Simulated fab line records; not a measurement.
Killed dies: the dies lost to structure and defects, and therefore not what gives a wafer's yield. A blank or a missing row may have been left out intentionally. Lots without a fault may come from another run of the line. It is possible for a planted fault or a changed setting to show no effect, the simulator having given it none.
fab line records ; flow nand-harc
[record] lots = 24; wafers = 72; last-day = 25
route steps=1159 shown P_ZERO_WELL@68 P_GATE@149 P_CONTACT@244 P_M0@279 P_M1@295
lots that met no fault: taken from a fault-free run of the same line
start-h: the number of hours between the record's first day and the start of the first shown wafer of the lot ; wait-h: how many hours have passed since the lot's step before this one ; " the same as in the row above ; L1.1+2: several wafers, shown together as one row ; - no value present, or no start provided ; * or withheld: withheld ; < > ~ a bound
route shown NAME@n: NAME is a module with steps in the file, n the number in the route of the first one ; usual: average and standard deviation across the fault-free wafers ; same: alike in all rows ; chamber/n: place in a boat ; sites: each site's reading ; _std_site: the standard deviation of these ; _edge_site: the outer-site mean with the inner-site mean subtracted ; radius-mm: how far each site lies from the wafer's centre ; mask NAME#n: copy n ; behind: the most recent tool/chamber to have shaped the wafer ; hold: why the lot was held/for how many hours/how that ended ; device: whichever transistor did not switch (one of n, p or np) ; end of line: tests run on the same wafers once the route is complete ; step lacking rows: just its recipe ; killed: at the first sort, the dies lost to defects and structure; wafer yield is something else ; map: a wafer's dies, x killed, . not, _ none there
set.NAME: the setting that was run; set.NAME@STEP: the one run at that earlier step ; model.NAME: the simulator's own value behind a step, which no gauge read
a sample of lots followed through the steps of the route, with each step as a table and each wafer as a row
services: when a tool's chamber went out of use (start-h, in hours from the record's first day, below 0 if earlier), for how many hours, and the reason
[[steps]]
[step NHARC_P_ZERO_WELL_INSPECT_43]
[usual] raw-defect-count = 15/7.1
lot.wafer;tool;chamber;start-h;wait-h;raw-defect-count
L074.2;defect-inspect-02;-;19.45;0.5;20
L074.4;defect-inspect-02;-;19.45;0.5;10
L074.6;defect-inspect-02;-;19.45;0.5;26
L075.4;defect-inspect-02;-;25.37;0.2;14
L075.5;defect-inspect-02;-;25.37;0.2;9
L075.6;defect-inspect-02;-;25.37;0.2;12
L076.1;defect-inspect-02;-;31.79;0.6;28
L076.4;defect-inspect-02;-;31.79;0.6;16
L076.6;defect-inspect-02;-;31.79;0.6;16
L077.3;defect-inspect-01;-;37.57;0.3;12
L077.5;defect-inspect-01;-;37.57;0.3;16
L077.6;defect-inspect-01;-;37.57;0.3;8
L078.3;defect-inspect-02;-;43.45;0.4;14
L078.5;defect-inspect-02;-;43.45;0.4;9
L078.6;defect-inspect-02;-;43.45;0.4;14
L079.1;defect-inspect-01;-;49.72;0.6;5
L079.2;defect-inspect-01;-;49.72;0.6;12
L079.5;defect-inspect-01;-;49.72;0.6;11
L080.1;defect-inspect-01;-;55.45;0.6;10
L080.2;defect-inspect-01;-;55.45;0.6;5
L080.3;defect-inspect-01;-;55.45;0.6;4
L081.1;defect-inspect-02;-;65.18;0.6;13
L081.4;defect-inspect-02;-;65.18;0.6;28
L081.5;defect-inspect-02;-;65.18;0.6;3
L082.3;defect-inspect-01;-;67.45;0.4;14
L082.4;defect-inspect-01;-;67.45;0.4;20
L082.5;defect-inspect-01;-;67.45;0.4;23
L083.2;defect-inspect-01;-;73.75;0.5;7
L083.3;defect-inspect-01;-;73.75;0.5;21
L083.5;defect-inspect-01;-;73.75;0.5;13
L084.1;defect-inspect-02;-;79.42;0.6;10
L084.2;defect-inspect-02;-;79.42;0.6;12
L084.6;defect-inspect-02;-;79.42;0.6;17
L085.1;defect-inspect-01;-;85.57;0.6;14
L085.2;defect-inspect-01;-;85.57;0.6;9
L085.3;defect-inspect-01;-;85.57;0.6;26
L086.1;defect-inspect-02;-;91.75;0.6;17
L086.2;defect-inspect-02;-;91.75;0.6;11
L086.6;defect-inspect-02;-;91.75;0.6;21
L087.1;defect-inspect-02;-;97.58;0.6;19
L087.4;defect-inspect-02;-;97.58;0.6;13
L087.6;defect-inspect-02;-;97.58;0.6;22
L088.1;defect-inspect-02;-;103.91;0.6;13
L088.3;defect-inspect-02;-;103.91;0.6;9
L088.5;defect-inspect-02;-;103.91;0.6;29
L089.1;defect-inspect-02;-;109.44;0.6;12
L089.4;defect-inspect-02;-;109.44;0.6;6
L089.5;defect-inspect-02;-;109.44;0.6;22
L090.2;defect-inspect-01;-;115.61;0.5;12
L090.3;defect-inspect-01;-;115.61;0.5;27
L090.6;defect-inspect-01;-;115.61;0.5;13
L091.2;defect-inspect-01;-;121.74;0.5;14
L091.3;defect-inspect-01;-;121.74;0.5;3
L091.5;defect-inspect-01;-;121.74;0.5;12
L092.3;defect-inspect-01;-;127.59;0.4;9
L092.5;defect-inspect-01;-;127.59;0.4;16
L092.6;defect-inspect-01;-;127.59;0.4;16
L093.2;defect-inspect-01;-;133.54;0.5;10
L093.4;defect-inspect-01;-;133.54;0.5;16
L093.5;defect-inspect-01;-;133.54;0.5;5
L094.2;defect-inspect-02;-;139.60;0.5;35
L094.3;defect-inspect-02;-;139.60;0.5;20
L094.5;defect-inspect-02;-;139.60;0.5;21
L095.1;defect-inspect-02;-;145.57;0.6;9
L095.3;defect-inspect-02;-;145.57;0.6;12
L095.5;defect-inspect-02;-;145.57;0.6;14
L096.3;defect-inspect-01;-;151.86;0.4;17
L096.5;defect-inspect-01;-;151.86;0.4;13
L096.6;defect-inspect-01;-;151.86;0.4;17
L097.1;defect-inspect-01;-;157.83;0.6;17
L097.5;defect-inspect-01;-;157.83;0.6;20
L097.6;defect-inspect-01;-;157.83;0.6;31
[step NHARC_P_GATE_ETCH_32]
[recipe] target-depth-a = 1500; over-etch-frac = 1; over-etch-ion-energy-ev = 40; time-s = 100.1; hbr-flow-sccm = 150; cl2-flow-sccm = 50; rf-w = 400; icp-w = 400; bias-w = 100; chemistry = HBr/Cl2
[usual] drypump-motor-current-A = 5.9/0.5; oes-product-au = 1.000/0.011; throttle-valve-pct = 26.405/0.0096
lot.wafer;tool;chamber;start-h;wait-h;drypump-motor-current-A;oes-product-au;rf-hours-counter-h;throttle-valve-pct
L074.4;rie-si-04;2;84.18;-;5.9;1.021;1.2;26.418
L074.2;rie-si-04;0;84.18;-;5.6;1.009;1.6;26.414
L074.6;rie-si-04;2;84.18;-;5.9;1.009;-;26.412
L075.4;rie-si-02;1;94.35;-;5.7;1.007;0.5;26.399
L075.6;rie-si-02;2;94.35;-;5.3;0.992;-;26.411
L075.5;rie-si-02;3;94.35;-;6.8;1.008;-;26.412
L076.4;rie-si-02;2;100.90;-;5.3;0.990;0.6;26.422
L076.1;rie-si-02;0;100.90;-;5.9;1.007;0.5;26.405
L076.6;rie-si-02;2;100.90;-;5.3;0.984;-;26.402
L077.3;rie-si-06;1;105.39;-;6.5;1.005;0.8;26.401
L077.6;rie-si-06;2;105.39;-;5.5;1.002;-;26.412
L077.5;rie-si-06;3;105.39;-;4.9;0.976;-;26.405
L078.3;rie-si-06;0;111.78;-;5.6;1.018;0.8;26.390
L078.5;rie-si-06;1;111.78;-;6.5;1.000;-;26.404
L078.6;rie-si-06;2;111.78;-;5.4;1.008;-;26.416
L079.1;rie-si-02;2;120.92;-;5.3;0.983;0.8;26.403
L079.2;rie-si-02;0;120.92;-;5.9;1.003;0.6;26.406
L079.5;rie-si-02;3;120.92;-;6.8;1.001;-;26.413
L080.1;rie-si-04;1;128.76;-;6.4;0.993;0.2;26.405
L080.2;rie-si-04;2;128.76;-;5.9;0.992;0.2;26.416
L080.3;rie-si-04;0;128.76;-;5.6;0.992;0.2;26.402
L082.3;rie-si-02;0;135.59;-;5.9;1.013;0.8;26.416
L082.4;rie-si-02;2;135.59;-;5.3;0.995;1.0;26.424
L082.5;rie-si-02;0;135.59;-;5.9;1.015;-;26.394
L081.4;rie-si-04;2;136.26;-;5.9;1.003;0.3;26.410
L081.1;rie-si-04;1;136.26;-;6.4;0.982;0.3;26.411
L081.5;rie-si-04;3;136.26;-;6.1;0.994;-;26.396
L083.3;rie-si-06;3;139.28;-;5.0;0.986;1.2;26.416
L083.2;rie-si-06;1;139.28;-;6.5;0.998;1.1;26.411
L083.5;rie-si-06;2;139.28;-;5.5;0.999;-;26.408
L085.3;rie-si-06;2;151.83;-;5.5;0.999;1.3;26.397
L085.2;rie-si-06;3;151.83;-;4.9;0.993;1.3;26.423
L085.1;rie-si-06;1;151.83;-;6.5;1.015;1.1;26.410
L084.1;rie-si-04;1;152.06;-;6.4;1.003;0.4;26.411
L084.2;rie-si-04;2;152.06;-;5.9;1.004;0.5;26.400
L084.6;rie-si-04;1;152.06;-;6.4;0.991;-;26.392
L086.2;rie-si-06;0;165.78;-;5.5;1.023;1.2;26.411
L086.1;rie-si-06;1;165.78;-;6.5;1.006;1.2;26.420
L086.6;rie-si-06;0;165.78;-;5.6;1.020;-;26.420
L087.4;rie-si-04;2;165.81;-;5.9;1.015;0.6;26.404
L087.1;rie-si-04;3;165.81;-;6.1;1.008;0.5;26.414
L087.6;rie-si-04;0;165.81;-;5.6;0.997;-;26.396
L088.1;rie-si-04;2;172.82;-;5.9;1.002;0.6;26.403
L088.3;rie-si-04;1;172.82;-;6.4;1.007;0.6;26.404
L088.5;rie-si-04;3;172.82;-;6.0;1.005;-;26.405
L090.2;rie-si-06;2;179.54;-;5.5;0.980;1.5;26.404
L090.3;rie-si-06;3;179.54;-;5.0;0.989;1.5;26.400
L090.6;rie-si-06;1;179.54;-;6.5;1.005;-;26.403
L089.1;rie-si-04;0;179.56;-;5.6;0.986;0.6;26.401
L089.4;rie-si-04;2;179.56;-;6.0;0.993;0.8;26.400
L089.5;rie-si-04;0;179.56;-;5.6;0.988;-;26.398
L092.3;rie-si-06;1;192.66;-;6.5;0.999;0.0;26.406
L092.5;rie-si-06;3;192.66;-;5.0;0.986;-;26.381
L092.6;rie-si-06;0;192.66;-;5.5;0.997;-;26.405
L091.2;rie-si-02;1;192.80;-;5.7;1.011;1.3;26.408
L091.3;rie-si-02;2;192.80;-;5.3;0.990;1.5;26.407
L091.5;rie-si-02;1;192.80;-;5.7;1.009;-;26.401
L093.2;rie-si-06;1;202.06;-;6.5;0.988;0.1;26.400
L093.4;rie-si-06;3;202.06;-;4.9;0.978;0.1;26.411
L093.5;rie-si-06;1;202.06;-;6.5;0.994;-;26.413
L094.3;rie-si-02;2;208.89;-;5.3;0.981;1.5;26.412
L094.2;rie-si-02;3;208.89;-;6.8;1.000;1.5;26.406
L094.5;rie-si-02;0;208.89;-;5.9;1.009;-;26.408
L095.3;rie-si-04;0;218.34;-;5.6;1.002;0.9;26.402
L095.1;rie-si-04;3;218.34;-;6.1;0.997;1.0;26.393
L095.5;rie-si-04;1;218.34;-;6.4;1.003;-;26.406
L096.3;rie-si-04;0;224.03;-;5.6;1.004;1.0;26.405
L096.6;rie-si-04;3;224.03;-;6.1;1.008;-;26.403
L096.5;rie-si-04;0;224.03;-;5.6;0.998;-;26.405
L097.1;rie-si-02;0;224.16;-;5.9;1.002;0.0;26.386
L097.5;rie-si-02;3;224.16;-;6.8;0.996;-;26.393
L097.6;rie-si-02;0;224.16;-;5.9;1.001;-;26.396
[step NHARC_P_CONTACT_DEGAS_38]
[recipe] temp-c = 300; time-s = 60
[usual] heater-power-w = 490/35
lot.wafer;tool;chamber;start-h;wait-h;heater-power-w
L074.4;pvd-sputter-01;-;108.55;-;503
L074.2;pvd-sputter-01;-;108.55;-;480
L074.6;pvd-sputter-01;-;108.55;-;502
L075.4;pvd-sputter-03;-;115.51;-;454
L075.6;pvd-sputter-03;-;115.51;-;446
L075.5;pvd-sputter-03;-;115.51;-;521
L076.4;pvd-sputter-01;-;122.58;-;502
L076.1;pvd-sputter-01;-;122.58;-;488
L076.6;pvd-sputter-01;-;122.58;-;509
L077.3;pvd-sputter-01;-;126.76;-;513
L077.6;pvd-sputter-01;-;126.76;-;498
L077.5;pvd-sputter-01;-;126.76;-;488
L078.3;pvd-sputter-02;-;133.26;-;436
L078.6;pvd-sputter-02;-;133.26;-;439
L078.5;pvd-sputter-02;-;133.26;-;438
L079.1;pvd-sputter-03;-;142.06;-;479
L079.2;pvd-sputter-03;-;142.06;-;558
L079.5;pvd-sputter-03;-;142.06;-;556
L080.1;pvd-sputter-03;-;150.79;-;549
L080.2;pvd-sputter-03;-;150.79;-;446
L080.3;pvd-sputter-03;-;150.79;-;511
L082.4;pvd-sputter-01;-;156.97;-;516
L082.3;pvd-sputter-01;-;156.97;-;486
L082.5;pvd-sputter-01;-;156.97;-;507
L081.4;pvd-sputter-03;-;157.96;-;460
L081.1;pvd-sputter-03;-;157.96;-;534
L081.5;pvd-sputter-03;-;157.96;-;539
L083.3;pvd-sputter-03;-;160.46;-;493
L083.2;pvd-sputter-03;-;160.46;-;528
L083.5;pvd-sputter-03;-;160.46;-;556
L085.3;pvd-sputter-01;-;173.34;-;499
L085.2;pvd-sputter-01;-;173.34;-;521
L085.1;pvd-sputter-01;-;173.34;-;483
L084.2;pvd-sputter-01;-;174.15;-;477
L084.1;pvd-sputter-01;-;174.15;-;485
L084.6;pvd-sputter-01;-;174.15;-;517
L087.1;pvd-sputter-02;-;187.07;-;434
L087.4;pvd-sputter-02;-;187.07;-;480
L087.6;pvd-sputter-02;-;187.07;-;439
L086.2;pvd-sputter-03;-;187.82;-;448
L086.1;pvd-sputter-03;-;187.82;-;530
L086.6;pvd-sputter-03;-;187.82;-;545
L088.1;pvd-sputter-01;-;194.23;-;474
L088.3;pvd-sputter-01;-;194.23;-;488
L088.5;pvd-sputter-01;-;194.23;-;496
L090.2;pvd-sputter-03;-;201.02;-;483
L090.3;pvd-sputter-03;-;201.02;-;524
L090.6;pvd-sputter-03;-;201.02;-;466
L089.4;pvd-sputter-01;-;203.02;-;476
L089.1;pvd-sputter-01;-;203.02;-;518
L089.5;pvd-sputter-01;-;203.02;-;477
L092.3;pvd-sputter-02;-;213.90;-;441
L092.5;pvd-sputter-02;-;213.90;-;450
L092.6;pvd-sputter-02;-;213.90;-;405
L091.2;pvd-sputter-03;-;215.59;-;528
L091.3;pvd-sputter-03;-;215.59;-;454
L091.5;pvd-sputter-03;-;215.59;-;471
L093.4;pvd-sputter-03;-;223.56;-;531
L093.2;pvd-sputter-03;-;223.56;-;532
L093.5;pvd-sputter-03;-;223.56;-;552
L094.2;pvd-sputter-01;-;230.50;-;492
L094.3;pvd-sputter-01;-;230.50;-;515
L094.5;pvd-sputter-01;-;230.50;-;493
L095.1;pvd-sputter-01;-;239.96;-;477
L095.3;pvd-sputter-01;-;239.96;-;477
L095.5;pvd-sputter-01;-;239.96;-;500
L096.3;pvd-sputter-01;-;245.26;-;491
L096.6;pvd-sputter-01;-;245.26;-;480
L096.5;pvd-sputter-01;-;245.26;-;482
L097.1;pvd-sputter-03;-;246.06;-;550
L097.6;pvd-sputter-03;-;246.06;-;445
L097.5;pvd-sputter-03;-;246.06;-;535
[step NHARC_P_M0_THK_MEAS_24]
[recipe] thk-meas-gauge = xrf
[usual] thk-nm = 117.7/1.8
lot.wafer;tool;chamber;start-h;wait-h;thk-nm
L074.2;film-metro-02;-;114.04;-;118.7
L074.4;film-metro-02;-;114.04;-;119.3
L074.6;film-metro-02;-;114.04;-;119.6
L075.4;film-metro-02;-;126.27;-;114.9
L075.5;film-metro-02;-;126.27;-;116.9
L075.6;film-metro-02;-;126.27;-;118.2
L076.1;film-metro-01;-;133.06;-;115.4
L076.4;film-metro-01;-;133.06;-;115.2
L076.6;film-metro-01;-;133.06;-;116.6
L077.3;film-metro-02;-;138.81;-;118.9
L077.5;film-metro-02;-;138.81;-;115.0
L077.6;film-metro-02;-;138.81;-;116.3
L078.3;film-metro-01;-;142.13;-;117.4
L078.5;film-metro-01;-;142.13;-;118.8
L078.6;film-metro-01;-;142.13;-;119.0
L079.1;film-metro-01;-;147.06;-;118.1
L079.2;film-metro-01;-;147.06;-;115.5
L079.5;film-metro-01;-;147.06;-;116.7
L080.1;film-metro-02;-;156.24;-;116.4
L080.2;film-metro-02;-;156.24;-;114.9
L080.3;film-metro-02;-;156.24;-;116.5
L082.3;film-metro-02;-;166.27;-;117.4
L082.4;film-metro-02;-;166.27;-;117.6
L082.5;film-metro-02;-;166.27;-;114.6
L081.1;film-metro-01;-;166.84;-;118.2
L081.4;film-metro-01;-;166.84;-;117.3
L081.5;film-metro-01;-;166.84;-;117.4
L083.2;film-metro-01;-;167.58;-;117.4
L083.3;film-metro-01;-;167.58;-;117.3
L083.5;film-metro-01;-;167.58;-;116.6
L085.1;film-metro-01;-;178.17;-;121.7
L085.2;film-metro-01;-;178.17;-;118.0
L085.3;film-metro-01;-;178.17;-;118.1
L084.1;film-metro-01;-;179.05;-;121.3
L084.2;film-metro-01;-;179.05;-;120.4
L084.6;film-metro-01;-;179.05;-;119.7
L087.1;film-metro-02;-;192.51;-;117.4
L087.4;film-metro-02;-;192.51;-;117.6
L087.6;film-metro-02;-;192.51;-;114.1
L086.1;film-metro-01;-;192.86;-;118.5
L086.2;film-metro-01;-;192.86;-;116.9
L086.6;film-metro-01;-;192.86;-;118.3
L088.1;film-metro-01;-;199.26;-;117.2
L088.3;film-metro-01;-;199.26;-;115.9
L088.5;film-metro-01;-;199.26;-;119.4
L090.2;film-metro-01;-;206.14;-;118.3
L090.3;film-metro-01;-;206.14;-;119.3
L090.6;film-metro-01;-;206.14;-;116.0
L089.1;film-metro-01;-;219.76;-;116.9
L089.4;film-metro-01;-;219.76;-;119.4
L089.5;film-metro-01;-;219.76;-;119.6
L092.3;film-metro-02;-;221.05;-;115.7
L092.5;film-metro-02;-;221.05;-;115.0
L092.6;film-metro-02;-;221.05;-;118.4
L091.2;film-metro-02;-;223.08;-;117.4
L091.3;film-metro-02;-;223.08;-;117.1
L091.5;film-metro-02;-;223.08;-;117.3
L093.2;film-metro-02;-;231.82;-;120.5
L093.4;film-metro-02;-;231.82;-;120.1
L093.5;film-metro-02;-;231.82;-;121.2
L094.2;film-metro-02;-;235.44;-;117.5
L094.3;film-metro-02;-;235.44;-;119.0
L094.5;film-metro-02;-;235.44;-;115.5
L095.1;film-metro-01;-;244.78;-;120.2
L095.3;film-metro-01;-;244.78;-;119.2
L095.5;film-metro-01;-;244.78;-;119.4
L096.3;film-metro-01;-;250.05;-;119.5
L096.5;film-metro-01;-;250.05;-;115.6
L096.6;film-metro-01;-;250.05;-;119.7
L097.1;film-metro-02;-;250.97;-;118.0
L097.5;film-metro-02;-;250.97;-;116.7
L097.6;film-metro-02;-;250.97;-;115.9
[step NHARC_P_M1_CD_MEAS_09]
[recipe] target-cd-nm = 130; landing-energy-ev = 500
[usual] cd-nm = 129.4/0.74
lot.wafer;tool;chamber;start-h;wait-h;cd-nm
L074.2;cd-sem-01;0;115.70;-;129.1
L074.4;cd-sem-01;0;115.70;-;127.8
L074.6;cd-sem-01;0;115.70;-;129.6
L075.4;cd-sem-02;0;128.29;-;129.6
L075.5;cd-sem-02;0;128.29;-;129.1
L075.6;cd-sem-02;0;128.29;-;130.4
L076.1;cd-sem-01;0;134.49;-;128.7
L076.4;cd-sem-01;0;134.49;-;129.5
L076.6;cd-sem-01;0;134.49;-;129.5
L077.3;cd-sem-02;0;140.22;-;130.7
L077.5;cd-sem-02;0;140.22;-;129.2
L077.6;cd-sem-02;0;140.22;-;129.3
L078.3;cd-sem-02;0;144.08;-;129.4
L078.5;cd-sem-02;0;144.08;-;129.9
L078.6;cd-sem-02;0;144.08;-;128.5
L079.1;cd-sem-02;0;148.55;-;129.1
L079.2;cd-sem-02;0;148.55;-;130.2
L079.5;cd-sem-02;0;148.55;-;130.3
L080.1;cd-sem-03;0;159.82;-;129.6
L080.2;cd-sem-03;0;159.82;-;129.2
L080.3;cd-sem-03;0;159.82;-;129.3
L082.3;cd-sem-02;0;167.83;-;130.2
L082.4;cd-sem-02;0;167.83;-;129.4
L082.5;cd-sem-02;0;167.83;-;130.4
L081.1;cd-sem-02;0;168.40;-;131.2
L081.4;cd-sem-02;0;168.40;-;129.6
L081.5;cd-sem-02;0;168.40;-;129.6
L083.2;cd-sem-02;0;169.13;-;129.2
L083.3;cd-sem-02;0;169.13;-;128.7
L083.5;cd-sem-02;0;169.13;-;129.7
L085.1;cd-sem-01;0;179.73;-;129.7
L085.2;cd-sem-01;0;179.73;-;128.4
L085.3;cd-sem-01;0;179.73;-;129.6
L084.1;cd-sem-01;0;180.48;-;129.8
L084.2;cd-sem-01;0;180.48;-;129.1
L084.6;cd-sem-01;0;180.48;-;129.0
L087.1;cd-sem-01;0;194.06;-;131.0
L087.4;cd-sem-01;0;194.06;-;129.6
L087.6;cd-sem-01;0;194.06;-;129.8
L086.1;cd-sem-01;0;194.41;-;130.2
L086.2;cd-sem-01;0;194.41;-;130.9
L086.6;cd-sem-01;0;194.41;-;130.2
L088.1;cd-sem-02;0;201.01;-;128.5
L088.3;cd-sem-02;0;201.01;-;130.6
L088.5;cd-sem-02;0;201.01;-;130.0
L090.2;cd-sem-01;0;207.55;-;130.5
L090.3;cd-sem-01;0;207.55;-;129.3
L090.6;cd-sem-01;0;207.55;-;129.4
L089.1;cd-sem-03;0;221.19;-;129.5
L089.4;cd-sem-03;0;221.19;-;128.2
L089.5;cd-sem-03;0;221.19;-;130.4
L092.3;cd-sem-02;0;222.60;-;130.8
L092.5;cd-sem-02;0;222.60;-;130.5
L092.6;cd-sem-02;0;222.60;-;129.0
L091.2;cd-sem-02;0;224.63;-;130.1
L091.3;cd-sem-02;0;224.63;-;129.0
L091.5;cd-sem-02;0;224.63;-;128.7
L093.2;cd-sem-03;0;233.69;-;129.3
L093.4;cd-sem-03;0;233.69;-;129.4
L093.5;cd-sem-03;0;233.69;-;128.5
L094.2;cd-sem-01;0;236.87;-;128.8
L094.3;cd-sem-01;0;236.87;-;129.0
L094.5;cd-sem-01;0;236.87;-;129.3
L095.1;cd-sem-02;0;246.24;-;129.7
L095.3;cd-sem-02;0;246.24;-;128.8
L095.5;cd-sem-02;0;246.24;-;131.0
L096.3;cd-sem-02;0;251.61;-;130.0
L096.5;cd-sem-02;0;251.61;-;129.1
L096.6;cd-sem-02;0;251.61;-;130.4
L097.1;cd-sem-02;0;252.53;-;129.1
L097.5;cd-sem-02;0;252.53;-;127.8
L097.6;cd-sem-02;0;252.53;-;129.3
[step NHARC_P_M1_OVL_MEAS_10]
[recipe] pitch-nm = 260
[usual] overlay-x-nm = 0.1/0.94; overlay-y-nm = -0.1/1
lot.wafer;tool;chamber;start-h;wait-h;overlay-x-nm;overlay-y-nm
L074.2;overlay-02;-;115.79;-;1.3;-0.8
L074.4;overlay-02;-;115.79;-;0.8;-0.3
L074.6;overlay-02;-;115.79;-;0.7;-0.6
L075.4;overlay-02;-;128.37;-;1.2;0.2
L075.5;overlay-02;-;128.37;-;0.4;0.5
L075.6;overlay-02;-;128.37;-;1.0;0.1
L076.1;overlay-01;-;134.57;-;-0.1;1.1
L076.4;overlay-01;-;134.57;-;-0.4;1.4
L076.6;overlay-01;-;134.57;-;0.0;0.6
L077.3;overlay-01;-;140.31;-;0.2;0.8
L077.5;overlay-01;-;140.31;-;0.5;0.6
L077.6;overlay-01;-;140.31;-;0.5;0.6
L078.3;overlay-01;-;144.16;-;0.0;0.5
L078.5;overlay-01;-;144.16;-;-0.2;0.7
L078.6;overlay-01;-;144.16;-;-0.1;0.6
L079.1;overlay-01;-;148.64;-;0.4;-1.7
L079.2;overlay-01;-;148.64;-;1.1;-1.8
L079.5;overlay-01;-;148.64;-;0.2;-1.8
L080.1;overlay-01;-;159.91;-;-1.2;0.8
L080.2;overlay-01;-;159.91;-;-1.0;0.8
L080.3;overlay-01;-;159.91;-;-1.2;1.6
L082.3;overlay-01;-;167.92;-;-1.3;-1.2
L082.4;overlay-01;-;167.92;-;-1.1;-1.2
L082.5;overlay-01;-;167.92;-;-0.9;-1.6
L081.1;overlay-01;-;168.49;-;-0.2;-2.2
L081.4;overlay-01;-;168.49;-;0.2;-2.5
L081.5;overlay-01;-;168.49;-;0.2;-1.8
L083.2;overlay-02;-;169.21;-;0.3;1.1
L083.3;overlay-02;-;169.21;-;0.0;1.1
L083.5;overlay-02;-;169.21;-;-0.7;0.4
L085.1;overlay-01;-;179.82;-;-0.2;-1.7
L085.2;overlay-01;-;179.82;-;-0.9;-1.6
L085.3;overlay-01;-;179.82;-;-0.1;-1.5
L084.1;overlay-01;-;180.57;-;1.8;-0.8
L084.2;overlay-01;-;180.57;-;1.8;-0.8
L084.6;overlay-01;-;180.57;-;1.7;-0.4
L087.1;overlay-01;-;194.15;-;-0.5;0.0
L087.4;overlay-01;-;194.15;-;-0.8;-0.4
L087.6;overlay-01;-;194.15;-;-0.7;-0.5
L086.1;overlay-02;-;194.50;-;1.1;-0.8
L086.2;overlay-02;-;194.50;-;0.7;-0.6
L086.6;overlay-02;-;194.50;-;0.9;-0.5
L088.1;overlay-01;-;201.09;-;1.3;0.5
L088.3;overlay-01;-;201.09;-;1.0;0.7
L088.5;overlay-01;-;201.09;-;1.1;0.9
L090.2;overlay-02;-;207.64;-;-0.7;-0.2
L090.3;overlay-02;-;207.64;-;-0.7;0.2
L090.6;overlay-02;-;207.64;-;-0.8;-0.2
L089.1;overlay-02;-;221.27;-;0.8;-1.3
L089.4;overlay-02;-;221.27;-;0.2;-1.2
L089.5;overlay-02;-;221.27;-;0.3;-1.2
L092.3;overlay-02;-;222.69;-;-2.4;0.9
L092.5;overlay-02;-;222.69;-;-1.9;0.7
L092.6;overlay-02;-;222.69;-;-1.3;1.1
L091.2;overlay-02;-;224.72;-;0.2;0.8
L091.3;overlay-02;-;224.72;-;-0.4;0.8
L091.5;overlay-02;-;224.72;-;-0.3;0.6
L093.2;overlay-01;-;233.78;-;-0.3;-2.0
L093.4;overlay-01;-;233.78;-;0.2;-1.2
L093.5;overlay-01;-;233.78;-;-0.6;-1.4
L094.2;overlay-02;-;236.96;-;1.6;0.5
L094.3;overlay-02;-;236.96;-;1.1;0.4
L094.5;overlay-02;-;236.96;-;2.0;0.9
L095.1;overlay-01;-;246.33;-;0.4;0.8
L095.3;overlay-01;-;246.33;-;0.4;0.8
L095.5;overlay-01;-;246.33;-;0.6;0.6
L096.3;overlay-01;-;251.69;-;0.8;0.1
L096.5;overlay-01;-;251.69;-;0.8;-0.2
L096.6;overlay-01;-;251.69;-;1.0;-0.3
L097.1;overlay-02;-;252.62;-;-0.7;1.0
L097.5;overlay-02;-;252.62;-;-1.2;0.8
L097.6;overlay-02;-;252.62;-;-1.0;0.6
[[services]]
tool;chamber;start-h;hours;kind
rie-si-02;0;65.82;2.1;repair
rie-si-02;-;68.30;0.1;repair
rie-si-06;-;71.81;6.0;repair
rie-si-04;0;97.73;4.9;repair
rie-si-04;-;99.00;9.0;pm
rie-si-04;1;99.00;9.0;vent-cycle
rie-si-04;2;99.00;9.0;vent-cycle
rie-si-04;3;99.00;9.0;vent-cycle
pvd-sputter-03;-;102.00;10.0;pm
rie-si-04;0;108.00;-;clean
rie-si-04;1;108.00;-;clean
rie-si-04;2;108.00;-;clean
rie-si-04;3;108.00;-;clean
pvd-sputter-02;-;118.04;4.2;repair
pvd-sputter-02;-;152.93;3.7;repair
pvd-sputter-01;-;158.00;10.0;pm
rie-si-02;1;158.54;5.2;repair
pvd-sputter-02;-;162.59;11.5;repair
rie-si-06;-;183.00;9.0;pm
pvd-sputter-02;-;190.13;2.5;repair
rie-si-06;-;193.14;0.2;repair
rie-si-02;-;211.00;9.0;pm
pvd-sputter-01;-;212.95;16.6;repair
rie-si-02;-;245.00;1.7;repair
[[key]]
fault none
